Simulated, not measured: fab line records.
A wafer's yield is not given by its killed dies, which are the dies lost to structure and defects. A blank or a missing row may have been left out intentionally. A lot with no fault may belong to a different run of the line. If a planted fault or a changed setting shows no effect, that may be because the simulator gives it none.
The tool behind it: which one? || flow n5_finfet || 9 lots, 27 wafers sampled, at 5 steps of a route of 1938

## WHAT THE GAUGES SHOWED, per wafer
N5_FIN_SAQP_THK_MEAS_05.
{"lot": "L988", "measured": "day 2 14:59", "on": "film_metro-02", "thk_nm (nm)": "38.2 38.5 38.5"}
{"lot": "L991", "measured": "day 3 10:53", "on": "film_metro-01", "thk_nm (nm)": "37.6 37.6 38.4"}
{"lot": "L993", "measured": "day 3 22:05", "on": "film_metro-02", "thk_nm (nm)": "37.9 37.9 38.0"}
{"lot": "L994", "measured": "day 4 03:45", "on": "film_metro-01", "thk_nm (nm)": "38.0 38.8 38.8"}
{"lot": "L996", "measured": "day 4 16:19", "on": "film_metro-01", "thk_nm (nm)": "38.1 38.8 38.6"}
{"lot": "L997", "measured": "day 4 21:41", "on": "film_metro-01", "thk_nm (nm)": "37.1 37.8 37.9"}
{"lot": "L998", "measured": "day 5 04:40", "on": "film_metro-02", "thk_nm (nm)": "37.0 38.3 38.1"}
{"lot": "L101", "measured": "day 5 22:26", "on": "film_metro-02", "thk_nm (nm)": "38.0 38.0 38.9"}
{"lot": "L108", "measured": "day 7 14:19", "on": "film_metro-02", "thk_nm (nm)": "37.1 38.3 37.3"}

N5_BEOL_M4_RC_MEAS_101.
{"lot": "L988", "measured": "day 9 04:48", "on": "prober-02", "DIBL_N (mV/V)": "36.3 38.0 36.7", "DIBL_P (mV/V)": "36.2 39.1 35.7", "IOFF_N (nA/um)": "0.161 0.208 0.169", "IOFF_P (nA/um)": "0.22 0.28 0.21", "ION_N (uA/um)": "674 682 674", "ION_P (uA/um)": "462 465 454", "SS_N (mV/dec)": "71.1 72.0 71.8", "SS_P (mV/dec)": "74.1 73.7 73.2", "VT_N (mV)": "249.6 246.3 250.4", "VT_P (mV)": "-247 -248 -247"}
{"lot": "L991", "measured": "day 9 05:35", "on": "prober-01", "DIBL_N (mV/V)": "35.8 37.2 35.4", "DIBL_P (mV/V)": "37.4 38.3 36.6", "IOFF_N (nA/um)": "0.168 0.183 0.158", "IOFF_P (nA/um)": "0.24 0.24 0.21", "ION_N (uA/um)": "689 681 666", "ION_P (uA/um)": "473 463 459", "SS_N (mV/dec)": "71.4 71.7 70.7", "SS_P (mV/dec)": "73.3 73.6 73.8", "VT_N (mV)": "248.0 246.9 249.3", "VT_P (mV)": "-249 -247 -252"}
{"lot": "L993", "measured": "day 10 06:41", "on": "prober-02", "DIBL_N (mV/V)": "36.4 34.8 36.5", "DIBL_P (mV/V)": "37.4 35.2 36.9", "IOFF_N (nA/um)": "0.167 0.132 0.172", "IOFF_P (nA/um)": "0.19 0.16 0.20", "ION_N (uA/um)": "688 673 679", "ION_P (uA/um)": "457 456 463", "SS_N (mV/dec)": "70.5 71.3 70.6", "SS_P (mV/dec)": "74.0 73.0 73.3", "VT_N (mV)": "249.1 249.8 248.2", "VT_P (mV)": "-254 -256 -251"}
{"lot": "L994", "measured": "day 10 05:20", "on": "prober-02", "DIBL_N (mV/V)": "35.6 35.7 36.2", "DIBL_P (mV/V)": "34.3 35.1 34.6", "IOFF_N (nA/um)": "0.140 0.142 0.146", "IOFF_P (nA/um)": "0.19 0.19 0.19", "ION_N (uA/um)": "666 663 670", "ION_P (uA/um)": "456 457 462", "SS_N (mV/dec)": "71.3 70.9 71.1", "SS_P (mV/dec)": "72.4 72.9 72.4", "VT_N (mV)": "253.3 251.2 250.4", "VT_P (mV)": "-252 -250 -250"}
{"lot": "L996", "measured": "day 10 16:13", "on": "prober-01", "DIBL_N (mV/V)": "35.7 32.5 36.7", "DIBL_P (mV/V)": "36.3 31.9 37.0", "IOFF_N (nA/um)": "0.153 0.104 0.161", "IOFF_P (nA/um)": "0.19 0.14 0.20", "ION_N (uA/um)": "676 658 663", "ION_P (uA/um)": "455 448 452", "SS_N (mV/dec)": "70.7 70.6 71.4", "SS_P (mV/dec)": "74.0 72.7 74.8", "VT_N (mV)": "248.6 258.3 250.6", "VT_P (mV)": "-255 -257 -255"}
{"lot": "L997", "measured": "day 11 10:02", "on": "prober-02", "DIBL_N (mV/V)": "38.3 35.8 36.1", "DIBL_P (mV/V)": "39.4 36.3 36.8", "IOFF_N (nA/um)": "0.204 0.158 0.169", "IOFF_P (nA/um)": "0.25 0.20 0.21", "ION_N (uA/um)": "676 686 687", "ION_P (uA/um)": "464 466 463", "SS_N (mV/dec)": "72.0 71.6 71.7", "SS_P (mV/dec)": "73.9 72.9 72.5", "VT_N (mV)": "243.8 248.7 245.5", "VT_P (mV)": "-250 -250 -251"}
{"lot": "L998", "measured": "day 11 10:28", "on": "prober-01", "DIBL_N (mV/V)": "37.2 33.9 36.1", "DIBL_P (mV/V)": "37.7 32.7 35.5", "IOFF_N (nA/um)": "0.182 0.125 0.163", "IOFF_P (nA/um)": "0.26 0.18 0.21", "ION_N (uA/um)": "679 672 674", "ION_P (uA/um)": "476 458 461", "SS_N (mV/dec)": "71.4 71.0 71.4", "SS_P (mV/dec)": "73.8 72.8 73.1", "VT_N (mV)": "245.9 253.8 249.0", "VT_P (mV)": "-247 -249 -250"}
{"lot": "L101", "measured": "day 12 01:50", "on": "prober-01", "DIBL_N (mV/V)": "36.9 35.4 35.4", "DIBL_P (mV/V)": "35.9 34.5 34.0", "IOFF_N (nA/um)": "0.178 0.158 0.147", "IOFF_P (nA/um)": "0.21 0.20 0.18", "ION_N (uA/um)": "678 664 662", "ION_P (uA/um)": "461 453 445", "SS_N (mV/dec)": "72.2 72.0 71.9", "SS_P (mV/dec)": "73.9 72.6 73.1", "VT_N (mV)": "247.4 249.4 252.3", "VT_P (mV)": "-249 -252 -254"}
{"lot": "L108", "measured": "day 14 04:16", "on": "prober-02", "DIBL_N (mV/V)": "36.1 35.0 38.2", "DIBL_P (mV/V)": "36.2 35.4 39.4", "IOFF_N (nA/um)": "0.149 0.136 0.190", "IOFF_P (nA/um)": "0.18 0.17 0.24", "ION_N (uA/um)": "665 678 675", "ION_P (uA/um)": "456 459 462", "SS_N (mV/dec)": "71.0 70.9 71.5", "SS_P (mV/dec)": "72.9 73.7 74.2", "VT_N (mV)": "252.6 253.1 249.5", "VT_P (mV)": "-253 -255 -248"}

## EACH LOT AND THE TOOL THAT RAN IT (in order: tool; ch and the chambers of the sampled wafers; start)
{"lot": "L988", "N5_FIN_SAQP_ETCH_52": "rie_diel-06 ch 0,2,3, day 2 18:10", "N5_FIN_SAQP_SPACER1_ALD_24": "ald_sin-01 ch 0,2,3, day 2 19:22", "N5_FIN_SAQP_SPACER1_ETCHBACK_25": "rie_diel-05 ch 0,2,3, day 2 20:19"}
{"lot": "L991", "N5_FIN_SAQP_ETCH_52": "rie_diel-01 ch 0,1,2, day 3 11:47", "N5_FIN_SAQP_SPACER1_ALD_24": "ald_sin-04 ch 1,2,3, day 3 12:47", "N5_FIN_SAQP_SPACER1_ETCHBACK_25": "rie_diel-05 ch 0,1,2, day 3 13:44"}
{"lot": "L993", "N5_FIN_SAQP_ETCH_52": "rie_diel-06 ch 2,3, day 3 23:04", "N5_FIN_SAQP_SPACER1_ALD_24": "ald_sin-02 ch 0,2, day 4 00:04", "N5_FIN_SAQP_SPACER1_ETCHBACK_25": "rie_diel-06 ch 0,1,2, day 4 00:47"}
{"lot": "L994", "N5_FIN_SAQP_ETCH_52": "rie_diel-06 ch 0,2, day 4 04:38", "N5_FIN_SAQP_SPACER1_ALD_24": "ald_sin-01 ch 0,1, day 4 05:40", "N5_FIN_SAQP_SPACER1_ETCHBACK_25": "rie_diel-01 ch 0,1,3, day 4 06:28"}
{"lot": "L996", "N5_FIN_SAQP_ETCH_52": "rie_diel-06 ch 1,2,3, day 4 17:12", "N5_FIN_SAQP_SPACER1_ALD_24": "ald_sin-01 ch 0,1, day 4 19:07", "N5_FIN_SAQP_SPACER1_ETCHBACK_25": "rie_diel-05 ch 0,1,2, day 4 19:56"}
{"lot": "L997", "N5_FIN_SAQP_ETCH_52": "rie_diel-06 ch 0,1,3, day 4 22:26", "N5_FIN_SAQP_SPACER1_ALD_24": "ald_sin-04 ch 0,1,2, day 5 01:05", "N5_FIN_SAQP_SPACER1_ETCHBACK_25": "rie_diel-06 ch 1,2,3, day 5 01:49"}
{"lot": "L998", "N5_FIN_SAQP_ETCH_52": "rie_diel-05 ch 0,1,3, day 5 05:33", "N5_FIN_SAQP_SPACER1_ALD_24": "ald_sin-02 ch 0,2, day 5 06:33", "N5_FIN_SAQP_SPACER1_ETCHBACK_25": "rie_diel-05 ch 0,1,3, day 5 07:18"}
{"lot": "L101", "N5_FIN_SAQP_ETCH_52": "rie_diel-06 ch 0,1,3, day 5 23:19", "N5_FIN_SAQP_SPACER1_ALD_24": "ald_sin-02 ch 0,1, day 6 01:04", "N5_FIN_SAQP_SPACER1_ETCHBACK_25": "rie_diel-06 ch 1,2,3, day 6 01:50"}
{"lot": "L108", "N5_FIN_SAQP_ETCH_52": "rie_diel-01 ch 1,2,3, day 7 15:04", "N5_FIN_SAQP_SPACER1_ALD_24": "ald_sin-04 ch 1,3, day 7 16:26", "N5_FIN_SAQP_SPACER1_ETCHBACK_25": "rie_diel-05 ch 0,2,3, day 7 17:09"}
- N5_FIN_SAQP_ETCH_52: etches SOC in N2/H2, target depth 100 nm, overetch 20 nm, time 150 s.
- N5_FIN_SAQP_SPACER1_ALD_24: deposits SiO2, target thk 20.3 nm, pulse time 1 s, purge time 2 s.
- N5_FIN_SAQP_SPACER1_ETCHBACK_25: etches SiO2 in CHF3/O2, target depth 24.4 nm, time 12.2 s.

## WHAT THE TOOLS THEMSELVES READ (means of the sampled wafers that have a number; where no wafer has one, the mark that the record gives instead)
N5_FIN_SAQP_ETCH_52.
{"lot": "L988", "tool": "rie_diel-06", "chamber_pressure_mTorr (mTorr)": 30.000, "drypump_motor_current_A (A)": 5.8, "oes_product_au (a.u.)": 0.71, "rf_fwd_power_W (W)": 834.4, "rf_vpp_V (V)": 526, "showerhead_plenum_p_Torr (Torr)": 2.59, "throttle_valve_pct (%)": 17.74}
{"lot": "L991", "tool": "rie_diel-01", "chamber_pressure_mTorr (mTorr)": 29.989, "drypump_motor_current_A (A)": 6.0, "oes_product_au (a.u.)": 0.69, "rf_fwd_power_W (W)": 837.3, "rf_vpp_V (V)": 525, "showerhead_plenum_p_Torr (Torr)": 2.59, "throttle_valve_pct (%)": 17.75}
{"lot": "L993", "tool": "rie_diel-06", "chamber_pressure_mTorr (mTorr)": 30.012, "drypump_motor_current_A (A)": 5.7, "oes_product_au (a.u.)": 0.71, "rf_fwd_power_W (W)": 838.2, "rf_vpp_V (V)": 525, "showerhead_plenum_p_Torr (Torr)": 2.58, "throttle_valve_pct (%)": 17.68}
{"lot": "L994", "tool": "rie_diel-06", "chamber_pressure_mTorr (mTorr)": 29.988, "drypump_motor_current_A (A)": 5.8, "oes_product_au (a.u.)": 0.70, "rf_fwd_power_W (W)": 834.0, "rf_vpp_V (V)": 525, "showerhead_plenum_p_Torr (Torr)": 2.58, "throttle_valve_pct (%)": 17.84}
{"lot": "L996", "tool": "rie_diel-06", "chamber_pressure_mTorr (mTorr)": 29.983, "drypump_motor_current_A (A)": 5.7, "oes_product_au (a.u.)": 0.68, "rf_fwd_power_W (W)": 836.1, "rf_vpp_V (V)": 524, "showerhead_plenum_p_Torr (Torr)": 2.53, "throttle_valve_pct (%)": 17.91}
{"lot": "L997", "tool": "rie_diel-06", "chamber_pressure_mTorr (mTorr)": 29.998, "drypump_motor_current_A (A)": 5.8, "oes_product_au (a.u.)": 0.70, "rf_fwd_power_W (W)": 905.1, "rf_vpp_V (V)": 514, "showerhead_plenum_p_Torr (Torr)": 2.61, "throttle_valve_pct (%)": 17.92}
{"lot": "L998", "tool": "rie_diel-05", "chamber_pressure_mTorr (mTorr)": 30.013, "drypump_motor_current_A (A)": 5.7, "oes_product_au (a.u.)": 0.66, "rf_fwd_power_W (W)": 838.4, "rf_vpp_V (V)": 521, "showerhead_plenum_p_Torr (Torr)": 2.43, "throttle_valve_pct (%)": 18.05}
{"lot": "L101", "tool": "rie_diel-06", "chamber_pressure_mTorr (mTorr)": 30.022, "drypump_motor_current_A (A)": 5.8, "oes_product_au (a.u.)": 0.70, "rf_fwd_power_W (W)": 902.6, "rf_vpp_V (V)": 514, "showerhead_plenum_p_Torr (Torr)": 2.61, "throttle_valve_pct (%)": 17.92}
{"lot": "L108", "tool": "rie_diel-01", "chamber_pressure_mTorr (mTorr)": 30.002, "drypump_motor_current_A (A)": 5.9, "oes_product_au (a.u.)": 0.64, "rf_fwd_power_W (W)": 835.8, "rf_vpp_V (V)": 524, "showerhead_plenum_p_Torr (Torr)": 2.56, "throttle_valve_pct (%)": 17.90}

N5_FIN_SAQP_SPACER1_ALD_24.
{"lot": "L988", "tool": "ald_sin-01", "heater_power_w (W)": 470, "precursor_pulse_height_rel": 1.008}
{"lot": "L991", "tool": "ald_sin-04", "heater_power_w (W)": 516, "precursor_pulse_height_rel": 1.020}
{"lot": "L993", "tool": "ald_sin-02", "heater_power_w (W)": 474, "precursor_pulse_height_rel": 1.003}
{"lot": "L994", "tool": "ald_sin-01", "heater_power_w (W)": 416, "precursor_pulse_height_rel": 1.000}
{"lot": "L996", "tool": "ald_sin-01", "heater_power_w (W)": 447, "precursor_pulse_height_rel": 1.006}
{"lot": "L997", "tool": "ald_sin-04", "heater_power_w (W)": 506, "precursor_pulse_height_rel": 1.002}
{"lot": "L998", "tool": "ald_sin-02", "heater_power_w (W)": 465, "precursor_pulse_height_rel": 1.006}
{"lot": "L101", "tool": "ald_sin-02", "heater_power_w (W)": 428, "precursor_pulse_height_rel": 1.005}
{"lot": "L108", "tool": "ald_sin-04", "heater_power_w (W)": 519, "precursor_pulse_height_rel": 1.003}

N5_FIN_SAQP_SPACER1_ETCHBACK_25.
{"lot": "L988", "tool": "rie_diel-05", "chamber_pressure_mTorr (mTorr)": 29.995, "drypump_motor_current_A (A)": 5.3, "oes_ar_750_au (a.u.)": 0.76, "oes_product_au (a.u.)": 0.75, "rf_vpp_V (V)": 521, "showerhead_plenum_p_Torr (Torr)": 2.32, "throttle_valve_pct (%)": 18.97}
{"lot": "L991", "tool": "rie_diel-05", "chamber_pressure_mTorr (mTorr)": 30.021, "drypump_motor_current_A (A)": 5.8, "oes_ar_750_au (a.u.)": 0.73, "oes_product_au (a.u.)": 0.73, "rf_vpp_V (V)": 521, "showerhead_plenum_p_Torr (Torr)": 2.28, "throttle_valve_pct (%)": 19.11}
{"lot": "L993", "tool": "rie_diel-06", "chamber_pressure_mTorr (mTorr)": 30.016, "drypump_motor_current_A (A)": 5.8, "oes_ar_750_au (a.u.)": 0.76, "oes_product_au (a.u.)": 0.75, "rf_vpp_V (V)": 523, "showerhead_plenum_p_Torr (Torr)": 2.40, "throttle_valve_pct (%)": 18.97}
{"lot": "L994", "tool": "rie_diel-01", "chamber_pressure_mTorr (mTorr)": 30.029, "drypump_motor_current_A (A)": 5.6, "oes_ar_750_au (a.u.)": 0.78, "oes_product_au (a.u.)": 0.77, "rf_vpp_V (V)": 520, "showerhead_plenum_p_Torr (Torr)": 2.42, "throttle_valve_pct (%)": 18.85}
{"lot": "L996", "tool": "rie_diel-05", "chamber_pressure_mTorr (mTorr)": 29.997, "drypump_motor_current_A (A)": 5.8, "oes_ar_750_au (a.u.)": 0.73, "oes_product_au (a.u.)": 0.72, "rf_vpp_V (V)": 520, "showerhead_plenum_p_Torr (Torr)": 2.28, "throttle_valve_pct (%)": 19.13}
{"lot": "L997", "tool": "rie_diel-06", "chamber_pressure_mTorr (mTorr)": 29.974, "drypump_motor_current_A (A)": 5.6, "oes_ar_750_au (a.u.)": 0.76, "oes_product_au (a.u.)": 0.76, "rf_vpp_V (V)": 529, "showerhead_plenum_p_Torr (Torr)": 2.41, "throttle_valve_pct (%)": 19.00}
{"lot": "L998", "tool": "rie_diel-05", "chamber_pressure_mTorr (mTorr)": 29.995, "drypump_motor_current_A (A)": 5.7, "oes_ar_750_au (a.u.)": 0.74, "oes_product_au (a.u.)": 0.72, "rf_vpp_V (V)": 514, "showerhead_plenum_p_Torr (Torr)": 2.31, "throttle_valve_pct (%)": 19.12}
{"lot": "L101", "tool": "rie_diel-06", "chamber_pressure_mTorr (mTorr)": 30.021, "drypump_motor_current_A (A)": 5.7, "oes_ar_750_au (a.u.)": 0.75, "oes_product_au (a.u.)": 0.75, "rf_vpp_V (V)": 528, "showerhead_plenum_p_Torr (Torr)": 2.40, "throttle_valve_pct (%)": 19.01}
{"lot": "L108", "tool": "rie_diel-05", "chamber_pressure_mTorr (mTorr)": 29.996, "drypump_motor_current_A (A)": 5.3, "oes_ar_750_au (a.u.)": 0.73, "oes_product_au (a.u.)": 0.72, "rf_vpp_V (V)": 521, "showerhead_plenum_p_Torr (Torr)": 2.31, "throttle_valve_pct (%)": 19.05}

## THE ANSWER, worked out from the rows above alone
Rule: usual is defined by the lots themselves. Put in order of their means at a reading, lots are off if they are a third of the lots or fewer, leave a main group of 4 or more, and stand apart from it by a gap of 3 or more times the standard deviation of the main group's means; of several such gaps the widest counts. Not used: any main group whose means are identical at the precision the tables above print for the reading. Also off: a lot with no number at a reading for which 4 or more lots have one. The other lots that the step has rows for count as sound. The gauges are gone through in route order, then the tools' own readings, and for those a lot's mean is taken as printed above. At the first step where some lot is off, the reading lying furthest off is the one used; lots without a number count as furthest.
Off: L997, L101 (N5_FIN_SAQP_ETCH_52, rf_fwd_power_W). Mean 836.3 W and standard deviation 1.6 in the main group.
If a tool, at that step or one of the process steps before it, ran each lot that is off and ran no sound lot following the first of them, it fits. One fits: rie_diel-06 at N5_FIN_SAQP_ETCH_52. Its last sound lot is L996 (day 4 17:12), its first lot that is off L997 (day 4 22:26): a fault that began between those two fits.
The tool's own readings at N5_FIN_SAQP_ETCH_52 bear it out: on the lots that are off they differ by more than 5 times the standard deviation of the sound lots' means. rf_fwd_power_W reads 903.9 W there against 836.3 W on the sound lots; rf_vpp_V reads 514 V there against 524 V on the sound lots.

## WHAT WAS PUT IN BY THE SIMULATOR
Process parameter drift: rie_diel-06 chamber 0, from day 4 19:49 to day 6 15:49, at N5_FIN_SAQP_ETCH_52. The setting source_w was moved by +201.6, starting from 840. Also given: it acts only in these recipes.
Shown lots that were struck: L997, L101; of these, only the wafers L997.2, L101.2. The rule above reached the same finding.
